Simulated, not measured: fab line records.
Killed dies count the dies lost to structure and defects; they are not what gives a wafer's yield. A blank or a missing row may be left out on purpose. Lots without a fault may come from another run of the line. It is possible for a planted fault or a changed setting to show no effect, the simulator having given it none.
fab line records / flow nand-harc
record lots=6 wafers=18 last-day=33
route steps=1302 shown P_M0@278 P_M1@285 END@1302
lots that met no fault: taken from a fault-free run of the same line
start-h: hours from the record's first day to the start of the lot's first wafer shown / wait-h: hours elapsed since this lot's preceding step / " identical to the entry in the row above / L1.1+2: a row that stands for several wafers / - either no value or no given start / * or withheld: withheld / < > ~ a bound
route shown NAME@n: names a module that has steps shown in the file, with the first one's number in the route / usual: mean and standard deviation over wafers with no fault / same: alike in all rows / chamber/n: place in a boat / sites: the reading at each site / _std_site: the standard deviation of these / _edge_site: inner sites' mean taken away from outer sites' mean / radius-mm: for every site, how far away it sits from the centre of the wafer / mask NAME#n: copy n / behind: the tool/chamber that last shaped the wafer / hold: why the lot went on hold/how many hours it stayed there/how the hold came to an end / device: transistor that didn't switch, given as n, p or np / end of line: the route-end tests of the same wafers / step lacking rows: just its recipe / killed: dies that structure and defects cost at the first sort, which is not the same as the wafer's yield / map: dies across one wafer; x = killed, . = not, _ = none there
set.NAME: the setting as run; set.NAME@STEP: as run at that earlier step / model.NAME: the simulator's own value behind a step, which no gauge read
a table for each step, a row for each wafer; lots at some steps of the route
services: the hour from which a tool's chamber was out of use, counted from the record's first day as start-h (under 0 if before that day), plus the number of hours and why
## steps
# step NHARC_P_M0_CMP_23
# recipe t-overpolish-s=20 target-thk-nm=117.54
# usual motor-current-A=12.5/1.2 time-to-endpoint-s=28.9/2.8
lot.wafer=L786.4 tool=cmp-03 chamber=1 start-h=123.03 wait-h=- motor-current-A=12.2 time-to-endpoint-s=32.4
lot.wafer=L786.1 tool=cmp-03 chamber=2 start-h=123.03 wait-h=- motor-current-A=10.9 time-to-endpoint-s=33.5
lot.wafer=L786.5 tool=cmp-03 chamber=1 start-h=123.03 wait-h=- motor-current-A=11.6 time-to-endpoint-s=31.3
lot.wafer=L791.1 tool=cmp-04 chamber=3 start-h=169.02 wait-h=- motor-current-A=11.3 time-to-endpoint-s=32.3
lot.wafer=L791.4 tool=cmp-04 chamber=2 start-h=169.02 wait-h=- motor-current-A=14.3 time-to-endpoint-s=29.9
lot.wafer=L791.6 tool=cmp-04 chamber=0 start-h=169.02 wait-h=- motor-current-A=13.5 time-to-endpoint-s=29.1
lot.wafer=L796.3 tool=cmp-03 chamber=2 start-h=231.23 wait-h=- motor-current-A=11.2 time-to-endpoint-s=33.2
lot.wafer=L796.2 tool=cmp-03 chamber=3 start-h=231.23 wait-h=- motor-current-A=12.1 time-to-endpoint-s=30.4
lot.wafer=L796.1 tool=cmp-03 chamber=0 start-h=231.23 wait-h=- motor-current-A=12.8 time-to-endpoint-s=30.8
lot.wafer=L800.3 tool=cmp-02 chamber=2 start-h=270.19 wait-h=- motor-current-A=10.1 time-to-endpoint-s=26.1
lot.wafer=L800.1 tool=cmp-02 chamber=3 start-h=270.19 wait-h=- motor-current-A=12.9 time-to-endpoint-s=25.9
lot.wafer=L800.6 tool=cmp-02 chamber=0 start-h=270.19 wait-h=- motor-current-A=13.0 time-to-endpoint-s=26.8
lot.wafer=L805.1 tool=cmp-04 chamber=1 start-h=314.58 wait-h=- motor-current-A=12.7 time-to-endpoint-s=26.3
lot.wafer=L805.5 tool=cmp-04 chamber=2 start-h=314.58 wait-h=- motor-current-A=14.9 time-to-endpoint-s=26.3
lot.wafer=L805.6 tool=cmp-04 chamber=3 start-h=314.58 wait-h=- motor-current-A=11.8 time-to-endpoint-s=28.9
lot.wafer=L806.1 tool=cmp-04 chamber=0 start-h=325.36 wait-h=- motor-current-A=13.4 time-to-endpoint-s=26.5
lot.wafer=L806.3 tool=cmp-04 chamber=2 start-h=325.36 wait-h=- motor-current-A=14.9 time-to-endpoint-s=25.6
lot.wafer=L806.6 tool=cmp-04 chamber=1 start-h=325.36 wait-h=- motor-current-A=12.6 time-to-endpoint-s=22.4
# step NHARC_P_M0_THK_MEAS_24
# recipe thk-meas-gauge=xrf
# usual thk-nm=117.5/1.5
lot.wafer=L786.1 tool=film-metro-02 chamber=- start-h=123.31 wait-h=- thk-nm=116.9
lot.wafer=L786.4 tool=film-metro-02 chamber=- start-h=123.31 wait-h=- thk-nm=118.5
lot.wafer=L786.5 tool=film-metro-02 chamber=- start-h=123.31 wait-h=- thk-nm=115.1
lot.wafer=L791.1 tool=film-metro-02 chamber=- start-h=169.33 wait-h=- thk-nm=119.2
lot.wafer=L791.4 tool=film-metro-02 chamber=- start-h=169.33 wait-h=- thk-nm=117.9
lot.wafer=L791.6 tool=film-metro-02 chamber=- start-h=169.33 wait-h=- thk-nm=117.7
lot.wafer=L796.1 tool=film-metro-01 chamber=- start-h=231.51 wait-h=- thk-nm=119.3
lot.wafer=L796.2 tool=film-metro-01 chamber=- start-h=231.51 wait-h=- thk-nm=118.9
lot.wafer=L796.3 tool=film-metro-01 chamber=- start-h=231.51 wait-h=- thk-nm=118.8
lot.wafer=L800.1 tool=film-metro-01 chamber=- start-h=270.45 wait-h=- thk-nm=116.9
lot.wafer=L800.3 tool=film-metro-01 chamber=- start-h=270.45 wait-h=- thk-nm=116.4
lot.wafer=L800.6 tool=film-metro-01 chamber=- start-h=270.45 wait-h=- thk-nm=113.8
lot.wafer=L805.1 tool=film-metro-02 chamber=- start-h=314.81 wait-h=- thk-nm=113.7
lot.wafer=L805.5 tool=film-metro-02 chamber=- start-h=314.81 wait-h=- thk-nm=113.5
lot.wafer=L805.6 tool=film-metro-02 chamber=- start-h=314.81 wait-h=- thk-nm=116.7
lot.wafer=L806.1 tool=film-metro-01 chamber=- start-h=325.67 wait-h=- thk-nm=115.8
lot.wafer=L806.3 tool=film-metro-01 chamber=- start-h=325.67 wait-h=- thk-nm=115.7
lot.wafer=L806.6 tool=film-metro-01 chamber=- start-h=325.67 wait-h=- thk-nm=115.0
# step NHARC_P_M0_SRD_25
# step NHARC_P_M0_INSPECT_27
# usual raw-defect-count=339/150
lot.wafer=L786.1 tool=defect-inspect-01 chamber=- start-h=123.49 wait-h=0.0 raw-defect-count=104
lot.wafer=L786.4 tool=defect-inspect-01 chamber=- start-h=123.49 wait-h=0.0 raw-defect-count=220
lot.wafer=L786.5 tool=defect-inspect-01 chamber=- start-h=123.49 wait-h=0.0 raw-defect-count=146
lot.wafer=L791.1 tool=defect-inspect-02 chamber=- start-h=169.49 wait-h=0.0 raw-defect-count=509
lot.wafer=L791.4 tool=defect-inspect-02 chamber=- start-h=169.49 wait-h=0.0 raw-defect-count=308
lot.wafer=L791.6 tool=defect-inspect-02 chamber=- start-h=169.49 wait-h=0.0 raw-defect-count=334
lot.wafer=L796.1 tool=defect-inspect-02 chamber=- start-h=231.67 wait-h=0.0 raw-defect-count=340
lot.wafer=L796.2 tool=defect-inspect-02 chamber=- start-h=231.67 wait-h=0.0 raw-defect-count=284
lot.wafer=L796.3 tool=defect-inspect-02 chamber=- start-h=231.67 wait-h=0.0 raw-defect-count=218
lot.wafer=L800.1 tool=defect-inspect-02 chamber=- start-h=270.60 wait-h=0.0 raw-defect-count=271
lot.wafer=L800.3 tool=defect-inspect-02 chamber=- start-h=270.60 wait-h=0.0 raw-defect-count=233
lot.wafer=L800.6 tool=defect-inspect-02 chamber=- start-h=270.60 wait-h=0.0 raw-defect-count=209
lot.wafer=L805.1 tool=defect-inspect-02 chamber=- start-h=314.97 wait-h=0.0 raw-defect-count=282
lot.wafer=L805.5 tool=defect-inspect-02 chamber=- start-h=314.97 wait-h=0.0 raw-defect-count=207
lot.wafer=L805.6 tool=defect-inspect-02 chamber=- start-h=314.97 wait-h=0.0 raw-defect-count=364
lot.wafer=L806.1 tool=defect-inspect-01 chamber=- start-h=325.83 wait-h=0.0 raw-defect-count=206
lot.wafer=L806.3 tool=defect-inspect-01 chamber=- start-h=325.83 wait-h=0.0 raw-defect-count=260
lot.wafer=L806.6 tool=defect-inspect-01 chamber=- start-h=325.83 wait-h=0.0 raw-defect-count=245
# step NHARC_P_M0_PRE_CLEAN_31
# recipe time-s=12 temp-c=370 rf-power-w=300 gas=NH3
# usual heater-power-w=639/110
lot.wafer=L786.1 tool=pecvd-03 chamber=0 start-h=123.55 wait-h=0.1 heater-power-w=798
lot.wafer=L786.5 tool=pecvd-03 chamber=0 start-h=123.55 wait-h=0.1 heater-power-w=789
lot.wafer=L786.4 tool=pecvd-03 chamber=1 start-h=123.55 wait-h=0.1 heater-power-w=694
lot.wafer=L791.1 tool=pecvd-03 chamber=2 start-h=169.55 wait-h=0.1 heater-power-w=674
lot.wafer=L791.4 tool=pecvd-03 chamber=2 start-h=169.55 wait-h=0.1 heater-power-w=715
lot.wafer=L791.6 tool=pecvd-03 chamber=0 start-h=169.55 wait-h=0.1 heater-power-w=837
lot.wafer=L796.1 tool=pecvd-04 chamber=0 start-h=231.74 wait-h=0.1 heater-power-w=538
lot.wafer=L796.2 tool=pecvd-04 chamber=1 start-h=231.74 wait-h=0.1 heater-power-w=580
lot.wafer=L796.3 tool=pecvd-04 chamber=2 start-h=231.74 wait-h=0.1 heater-power-w=520
lot.wafer=L800.1 tool=pecvd-01 chamber=1 start-h=270.85 wait-h=0.2 heater-power-w=495
lot.wafer=L800.3 tool=pecvd-01 chamber=2 start-h=270.85 wait-h=0.2 heater-power-w=666
lot.wafer=L800.6 tool=pecvd-01 chamber=2 start-h=270.85 wait-h=0.2 heater-power-w=647
lot.wafer=L805.1 tool=pecvd-04 chamber=1 start-h=315.05 wait-h=0.1 heater-power-w=521
lot.wafer=L805.6 tool=pecvd-04 chamber=0 start-h=315.05 wait-h=0.1 heater-power-w=606
lot.wafer=L805.5 tool=pecvd-04 chamber=2 start-h=315.05 wait-h=0.1 heater-power-w=521
lot.wafer=L806.3 tool=pecvd-03 chamber=0 start-h=325.91 wait-h=0.1 heater-power-w=875
lot.wafer=L806.1 tool=pecvd-03 chamber=1 start-h=325.91 wait-h=0.1 heater-power-w=669
lot.wafer=L806.6 tool=pecvd-03 chamber=2 start-h=325.91 wait-h=0.1 heater-power-w=641
# step NHARC_P_M0_DEP_32
# recipe target-thk-a=300 temp-c=370 target-thk-nm=30 pressure-torr=3 flow-sccm=200 rf-w=450 material=SiCN
# usual heater-power-w=586/100
lot.wafer=L786.1 tool=pecvd-03 chamber=0 start-h=123.63 wait-h=0.1 heater-power-w=701
lot.wafer=L786.5 tool=pecvd-03 chamber=0 start-h=123.63 wait-h=0.1 heater-power-w=710
lot.wafer=L786.4 tool=pecvd-03 chamber=1 start-h=123.63 wait-h=0.1 heater-power-w=580
lot.wafer=L791.1 tool=pecvd-03 chamber=2 start-h=169.63 wait-h=0.1 heater-power-w=629
lot.wafer=L791.4 tool=pecvd-03 chamber=2 start-h=169.63 wait-h=0.1 heater-power-w=636
lot.wafer=L791.6 tool=pecvd-03 chamber=0 start-h=169.63 wait-h=0.1 heater-power-w=783
lot.wafer=L796.1 tool=pecvd-04 chamber=0 start-h=231.82 wait-h=0.1 heater-power-w=538
lot.wafer=L796.2 tool=pecvd-04 chamber=1 start-h=231.82 wait-h=0.1 heater-power-w=543
lot.wafer=L796.3 tool=pecvd-04 chamber=2 start-h=231.82 wait-h=0.1 heater-power-w=469
lot.wafer=L800.1 tool=pecvd-01 chamber=1 start-h=270.96 wait-h=0.1 heater-power-w=464
lot.wafer=L800.3 tool=pecvd-01 chamber=2 start-h=270.96 wait-h=0.1 heater-power-w=596
lot.wafer=L800.6 tool=pecvd-01 chamber=2 start-h=270.96 wait-h=0.1 heater-power-w=607
lot.wafer=L805.1 tool=pecvd-04 chamber=1 start-h=315.16 wait-h=0.1 heater-power-w=480
lot.wafer=L805.6 tool=pecvd-04 chamber=0 start-h=315.16 wait-h=0.1 heater-power-w=495
lot.wafer=L805.5 tool=pecvd-04 chamber=2 start-h=315.16 wait-h=0.1 heater-power-w=401
lot.wafer=L806.3 tool=pecvd-03 chamber=0 start-h=326.02 wait-h=0.1 heater-power-w=741
lot.wafer=L806.1 tool=pecvd-03 chamber=1 start-h=326.02 wait-h=0.1 heater-power-w=623
lot.wafer=L806.6 tool=pecvd-03 chamber=2 start-h=326.02 wait-h=0.1 heater-power-w=572
# step NHARC_P_M1_DEP_00
# recipe target-thk-a=1825 target-thk-nm=182.5 temp-c=withheld pressure-torr=5 flow-sccm=200 rf-w=600 material=SiOC
# step NHARC_P_M1_DEHYDRATE_01
# recipe temp-c=150 time-s=120
# step NHARC_P_M1_HMDS_02
# recipe time-s=30
# step NHARC_P_M1_COAT_34
# recipe temp-c=200 time-s=65
# step NHARC_P_M1_COAT_03
# recipe spin-rpm=1500 resist-thk-nm=90
# step NHARC_P_M1_SOFTBAKE_04
# recipe temp-c=105 time-s=55
# usual heater-power-total-W=188.43/0.12
lot.wafer=L786.1 tool=litho-track-06 chamber=0 start-h=124 wait-h=- heater-power-total-W=188.60
lot.wafer=L786.4 tool=litho-track-06 chamber=0 start-h=124 wait-h=- heater-power-total-W=188.65
lot.wafer=L786.5 tool=litho-track-06 chamber=0 start-h=124 wait-h=- heater-power-total-W=188.43
lot.wafer=L791.1 tool=litho-track-01 chamber=0 start-h=170 wait-h=- heater-power-total-W=188.41
lot.wafer=L791.4 tool=litho-track-01 chamber=0 start-h=170 wait-h=- heater-power-total-W=188.53
lot.wafer=L791.6 tool=litho-track-01 chamber=0 start-h=170 wait-h=- heater-power-total-W=188.32
lot.wafer=L796.1 tool=litho-track-01 chamber=0 start-h=232 wait-h=- heater-power-total-W=180.25
lot.wafer=L796.2 tool=litho-track-01 chamber=0 start-h=232 wait-h=- heater-power-total-W=179.87
lot.wafer=L796.3 tool=litho-track-01 chamber=0 start-h=232 wait-h=- heater-power-total-W=179.92
lot.wafer=L800.1 tool=litho-track-01 chamber=0 start-h=271 wait-h=- heater-power-total-W=180.00
lot.wafer=L800.3 tool=litho-track-01 chamber=0 start-h=271 wait-h=- heater-power-total-W=179.91
lot.wafer=L800.6 tool=litho-track-01 chamber=0 start-h=271 wait-h=- heater-power-total-W=180.21
lot.wafer=L805.1 tool=litho-track-06 chamber=0 start-h=315 wait-h=- heater-power-total-W=188.34
lot.wafer=L805.5 tool=litho-track-06 chamber=0 start-h=315 wait-h=- heater-power-total-W=188.32
lot.wafer=L805.6 tool=litho-track-06 chamber=0 start-h=315 wait-h=- heater-power-total-W=188.31
lot.wafer=L806.1 tool=litho-track-06 chamber=0 start-h=326 wait-h=- heater-power-total-W=188.32
lot.wafer=L806.3 tool=litho-track-06 chamber=0 start-h=326 wait-h=- heater-power-total-W=188.60
lot.wafer=L806.6 tool=litho-track-06 chamber=0 start-h=326 wait-h=- heater-power-total-W=188.25
# step NHARC_P_M1_EBR_05
# step NHARC_END_SORT_01
# recipe temp-c=25
# usual defect-limited-yield=90.7/2.6 killed-at-array=59/17 killed-at-other=0.7/0.9 killed-at-periphery=3.6/2.3 killed-dies=63/18 killed-open=3.4/1.9 killed-short=2.6/1.7
# same gross-dies=677
lot.wafer=L786.1 tool=prober-01 chamber=0 start-h=570.54 wait-h=2.5 defect-limited-yield[%]=91.4 killed-at-array=57 killed-at-other=0 killed-at-periphery=1 killed-dies=58 killed-open=3 killed-short=1
lot.wafer=L786.4 tool=prober-01 chamber=0 start-h=572.95 wait-h=3.4 defect-limited-yield[%]=92.6 killed-at-array=49 killed-at-other=0 killed-at-periphery=1 killed-dies=50 killed-open=5 killed-short=0
lot.wafer=L786.5 tool=prober-01 chamber=0 start-h=573.76 wait-h=3.7 defect-limited-yield[%]=90.5 killed-at-array=60 killed-at-other=1 killed-at-periphery=3 killed-dies=64 killed-open=3 killed-short=1
lot.wafer=L791.1 tool=prober-01 chamber=0 start-h=598.16 wait-h=2.5 defect-limited-yield[%]=89.4 killed-at-array=69 killed-at-other=1 killed-at-periphery=2 killed-dies=72 killed-open=2 killed-short=1
lot.wafer=L791.4 tool=prober-01 chamber=0 start-h=600.56 wait-h=3.4 defect-limited-yield[%]=87.0 killed-at-array=82 killed-at-other=3 killed-at-periphery=3 killed-dies=88 killed-open=8 killed-short=5
lot.wafer=L791.6 tool=prober-01 chamber=0 start-h=602.16 wait-h=4.0 defect-limited-yield[%]=88.6 killed-at-array=74 killed-at-other=1 killed-at-periphery=2 killed-dies=77 killed-open=2 killed-short=3
lot.wafer=L796.1 tool=prober-02 chamber=0 start-h=682.71 wait-h=2.5 defect-limited-yield[%]=93.9 killed-at-array=37 killed-at-other=0 killed-at-periphery=4 killed-dies=41 killed-open=5 killed-short=3
lot.wafer=L796.2 tool=prober-02 chamber=0 start-h=683.51 wait-h=2.8 defect-limited-yield[%]=93.9 killed-at-array=37 killed-at-other=0 killed-at-periphery=4 killed-dies=41 killed-open=6 killed-short=4
lot.wafer=L796.3 tool=prober-02 chamber=0 start-h=684.31 wait-h=3.1 defect-limited-yield[%]=93.2 killed-at-array=44 killed-at-other=0 killed-at-periphery=2 killed-dies=46 killed-open=4 killed-short=3
lot.wafer=L800.1 tool=prober-02 chamber=0 start-h=704.52 wait-h=2.5 defect-limited-yield[%]=86.9 killed-at-array=85 killed-at-other=1 killed-at-periphery=3 killed-dies=89 killed-open=6 killed-short=2
lot.wafer=L800.3 tool=prober-02 chamber=0 start-h=706.12 wait-h=3.1 defect-limited-yield[%]=88.3 killed-at-array=73 killed-at-other=2 killed-at-periphery=4 killed-dies=79 killed-open=2 killed-short=5
lot.wafer=L800.6 tool=prober-02 chamber=0 start-h=708.51 wait-h=4.0 defect-limited-yield[%]=89.7 killed-at-array=67 killed-at-other=1 killed-at-periphery=2 killed-dies=70 killed-open=4 killed-short=2
lot.wafer=L805.1 tool=prober-02 chamber=0 start-h=744.42 wait-h=2.5 defect-limited-yield[%]=88.8 killed-at-array=66 killed-at-other=1 killed-at-periphery=9 killed-dies=76 killed-open=3 killed-short=4
lot.wafer=L805.5 tool=prober-02 chamber=0 start-h=747.61 wait-h=3.7 defect-limited-yield[%]=90.7 killed-at-array=55 killed-at-other=1 killed-at-periphery=7 killed-dies=63 killed-open=5 killed-short=3
lot.wafer=L805.6 tool=prober-02 chamber=0 start-h=748.41 wait-h=4.0 defect-limited-yield[%]=91.6 killed-at-array=48 killed-at-other=1 killed-at-periphery=8 killed-dies=57 killed-open=2 killed-short=1
lot.wafer=L806.1 tool=prober-02 chamber=0 start-h=783.45 wait-h=2.5 defect-limited-yield[%]=93.8 killed-at-array=41 killed-at-other=0 killed-at-periphery=1 killed-dies=42 killed-open=4 killed-short=5
lot.wafer=L806.3 tool=prober-02 chamber=0 start-h=785.03 wait-h=3.1 defect-limited-yield[%]=95.3 killed-at-array=28 killed-at-other=2 killed-at-periphery=2 killed-dies=32 killed-open=3 killed-short=1
lot.wafer=L806.6 tool=prober-02 chamber=0 start-h=787.40 wait-h=3.9 defect-limited-yield[%]=93.8 killed-at-array=41 killed-at-other=0 killed-at-periphery=1 killed-dies=42 killed-open=2 killed-short=3
# killed by level:class
L786.1 A_CHANNEL_HOLE_D2:chamber-film-flake=35 A_CONTACT:chamber-film-flake=8 A_ZERO_WELL:chamber-film-flake=3 A_STAIRCASE:chamber-film-flake=3 A_CHANNEL_FILL_D1:chamber-film-flake=2 A_SOURCE_PLATE:geometric-particle:short=1 A_ONON_D2:geometric-particle:open=1 A_CHANNEL_FILL_D2:geometric-particle:open=1
L786.4 A_CHANNEL_HOLE_D2:chamber-film-flake=31 A_CONTACT:chamber-film-flake=7 A_ZERO_WELL:chamber-film-flake=3 P_CONTACT:geometric-particle:open=1 A_ONON_D1:geometric-particle:open=1 A_CHANNEL_FILL_D1:geometric-particle:open=1 A_DECK1_JOINT:geometric-particle:open=1 A_M0:geometric-particle:open=1
L786.5 A_CHANNEL_HOLE_D2:chamber-film-flake=31 A_CONTACT:chamber-film-flake=9 A_ZERO_WELL:chamber-film-flake=5 A_STAIRCASE:chamber-film-flake=3 A_SGD_CUT:chamber-film-flake=3 P_STI:chamber-film-flake=2 A_CHANNEL_HOLE_D1:chamber-film-flake=2 A_CHANNEL_FILL_D1:chamber-film-flake=2
L791.1 A_CHANNEL_HOLE_D1:chamber-film-flake=33 A_SLIT:chamber-film-flake=21 A_CHANNEL_HOLE_D2:chamber-film-flake=9 A_CHANNEL_FILL_D1:chamber-film-flake=2 A_STAIRCASE:chamber-film-flake=2 P_M0:geometric-particle:short=1 P_M1:geometric-particle:open=1 A_ONON_D2:geometric-particle:open=1
L791.4 A_CHANNEL_HOLE_D1:chamber-film-flake=29 A_SLIT:chamber-film-flake=23 A_CHANNEL_HOLE_D2:chamber-film-flake=10 A_STAIRCASE:chamber-film-flake=4 THIN_TSV:chamber-film-flake=3 A_ONON_D2:geometric-particle:short=2 A_CHANNEL_FILL_D2:geometric-particle:open=2 A_SGD_CUT:geometric-particle:short=2
L791.6 A_CHANNEL_HOLE_D1:chamber-film-flake=32 A_SLIT:chamber-film-flake=24 A_CHANNEL_HOLE_D2:chamber-film-flake=5 A_STAIRCASE:chamber-film-flake=5 P_CONTACT:geometric-particle:short=1 P_M0:geometric-particle:open=1 A_CHANNEL_HOLE_D1:geometric-particle:short=1 A_CHANNEL_FILL_D2:geometric-particle:short=1
L796.1 A_CHANNEL_HOLE_D2:chamber-film-flake=15 A_CHANNEL_HOLE_D1:chamber-film-flake=6 A_STAIRCASE:chamber-film-flake=4 A_CONTACT:chamber-film-flake=3 A_ONON_D1:geometric-particle:short=2 A_SLIT:chamber-film-flake=2 P_STI:geometric-particle:open=1 P_GATE:geometric-particle:short=1
L796.2 A_CHANNEL_HOLE_D2:chamber-film-flake=16 A_CHANNEL_HOLE_D1:chamber-film-flake=5 A_CONTACT:chamber-film-flake=4 P_CONTACT:geometric-particle:open=2 A_CHANNEL_HOLE_D1:geometric-particle:short=2 A_CHANNEL_FILL_D2:chamber-film-flake=2 P_M0:geometric-particle:open=1 A_CHANNEL_HOLE_D2:geometric-particle:short=1
L796.3 A_CHANNEL_HOLE_D2:chamber-film-flake=15 A_CHANNEL_HOLE_D1:chamber-film-flake=10 A_SLIT:chamber-film-flake=4 A_CONTACT:chamber-film-flake=4 A_STAIRCASE:chamber-film-flake=3 A_WL_FILL:geometric-particle:open=2 P_CONTACT:geometric-particle:short=1 A_CHANNEL_FILL_D2:geometric-particle:open=1
L800.1 A_CHANNEL_HOLE_D1:chamber-film-flake=36 A_SLIT:chamber-film-flake=34 A_CONTACT:chamber-film-flake=2 A_BLC:chamber-film-flake=2 P_M1:geometric-particle:open=1 A_ONON_D1:geometric-particle:open=1 A_DECK1_JOINT:geometric-particle:open=1 A_DECK1_JOINT:geometric-particle:short=1
L800.3 A_CHANNEL_HOLE_D1:chamber-film-flake=40 A_SLIT:chamber-film-flake=24 A_CHANNEL_FILL_D2:geometric-particle:short=3 P_CONTACT:chamber-film-flake=3 A_CHANNEL_FILL_D2:chamber-film-flake=3 P_M1:geometric-particle:open=1 A_CHANNEL_FILL_D1:geometric-particle:short=1 A_BLC:geometric-particle:open=1
L800.6 A_CHANNEL_HOLE_D1:chamber-film-flake=33 A_SLIT:chamber-film-flake=24 A_CHANNEL_FILL_D2:chamber-film-flake=3 A_CHANNEL_FILL_D1:geometric-particle:short=1 A_CHANNEL_FILL_D1:geometric-particle:open=1 A_DECK1_JOINT:geometric-particle:open=1 A_CHANNEL_FILL_D2:geometric-particle:open=1 A_BLC:geometric-particle:short=1
L805.1 A_CHANNEL_HOLE_D2:chamber-film-flake=33 A_CHANNEL_HOLE_D1:chamber-film-flake=12 P_CONTACT:chamber-film-flake=5 A_SLIT:chamber-film-flake=5 P_GATE:chamber-film-flake=3 A_DECK1_JOINT:chamber-film-flake=3 A_ONON_D1:geometric-particle:short=2 A_ONON_D1:geometric-particle:open=2
L805.5 A_CHANNEL_HOLE_D2:chamber-film-flake=22 A_CHANNEL_HOLE_D1:chamber-film-flake=12 P_CONTACT:chamber-film-flake=7 A_SLIT:chamber-film-flake=5 A_WL_FILL:chamber-film-flake=3 A_CHANNEL_HOLE_D2:geometric-particle:open=2 A_WL_FILL:geometric-particle:open=2 A_CONTACT:chamber-film-flake=2
L805.6 A_CHANNEL_HOLE_D2:chamber-film-flake=20 A_CHANNEL_HOLE_D1:chamber-film-flake=11 A_SLIT:chamber-film-flake=7 P_GATE:chamber-film-flake=4 P_CONTACT:chamber-film-flake=3 A_STAIRCASE:chamber-film-flake=3 A_CONTACT:chamber-film-flake=2 P_CONTACT:geometric-particle:short=1
L806.1 A_CHANNEL_HOLE_D1:chamber-film-flake=15 A_SLIT:chamber-film-flake=9 A_STAIRCASE:chamber-film-flake=3 A_ONON_D1:geometric-particle:open=2 A_CHANNEL_FILL_D1:chamber-film-flake=2 P_CONTACT:geometric-particle:open=1 A_ONON_D1:geometric-particle:short=1 A_ONON_D2:geometric-particle:short=1
L806.3 A_CHANNEL_HOLE_D1:chamber-film-flake=12 A_SLIT:chamber-film-flake=5 A_STAIRCASE:chamber-film-flake=3 A_CHANNEL_FILL_D1:chamber-film-flake=2 A_CHANNEL_HOLE_D2:chamber-film-flake=2 P_CONTACT:geometric-particle:open=1 A_CHANNEL_FILL_D1:geometric-particle:open=1 A_CHANNEL_HOLE_D2:geometric-particle:short=1
L806.6 A_CHANNEL_HOLE_D1:chamber-film-flake=16 A_SLIT:chamber-film-flake=7 A_STAIRCASE:chamber-film-flake=5 A_CHANNEL_FILL_D1:chamber-film-flake=4 A_CHANNEL_FILL_D1:geometric-particle:short=2 A_DECK1_JOINT:geometric-particle:open=2 A_CHANNEL_HOLE_D2:chamber-film-flake=2 A_CONTACT:chamber-film-flake=2
## services
tool=pecvd-01 chamber=- start-h=99.46 hours=2.3 kind=repair
tool=cmp-04 chamber=- start-h=111.14 hours=4.0 kind=pm
tool=cmp-04 chamber=- start-h=122.81 hours=0.7 kind=repair
tool=pecvd-01 chamber=- start-h=130.21 hours=13.0 kind=pm
tool=cmp-03 chamber=- start-h=133.37 hours=1.2 kind=repair
tool=cmp-02 chamber=- start-h=134.50 hours=4.0 kind=pm
tool=cmp-03 chamber=- start-h=134.60 hours=0.8 kind=repair
tool=pecvd-04 chamber=1 start-h=140.29 hours=10.2 kind=repair
tool=litho-track-01 chamber=- start-h=155.00 hours=7.0 kind=pm
tool=cmp-03 chamber=- start-h=162.00 hours=4.0 kind=pm
tool=litho-track-06 chamber=- start-h=179.00 hours=7.0 kind=pm
tool=pecvd-03 chamber=- start-h=185.29 hours=13.0 kind=pm
tool=pecvd-03 chamber=0 start-h=185.29 hours=13.0 kind=vent-cycle
tool=cmp-04 chamber=- start-h=209.14 hours=4.0 kind=pm
tool=cmp-04 chamber=- start-h=213.58 hours=0.6 kind=repair
tool=cmp-02 chamber=- start-h=232.50 hours=4.0 kind=pm
tool=cmp-03 chamber=- start-h=241.24 hours=0.5 kind=repair
tool=cmp-04 chamber=- start-h=251.62 hours=0.9 kind=repair
tool=cmp-03 chamber=- start-h=260.00 hours=4.0 kind=pm
tool=pecvd-04 chamber=- start-h=264.13 hours=0.7 kind=repair
tool=pecvd-03 chamber=2 start-h=264.84 hours=10.5 kind=repair
tool=pecvd-04 chamber=- start-h=269.20 hours=13.0 kind=pm
tool=cmp-04 chamber=- start-h=307.14 hours=4.0 kind=pm
tool=pecvd-01 chamber=- start-h=311.21 hours=13.0 kind=pm
## key
first-sign step=NHARC_P_M1_SOFTBAKE_04 reading=heater-power-total-W direction=down sigmas=69 usual=* struck=*
effect none on later readings
met-at NHARC_P_M1_SOFTBAKE_04
struck-wafers L796.1,L796.2,L796.3,L800.1,L800.3,L800.6
fault kind=process-parameter-drift tool=litho-track-01 chamber=- onset-h=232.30 steps=NHARC_P_M1_SOFTBAKE_04 channel=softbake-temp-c offset=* shape=step end-h=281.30 acts-in=* stated=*
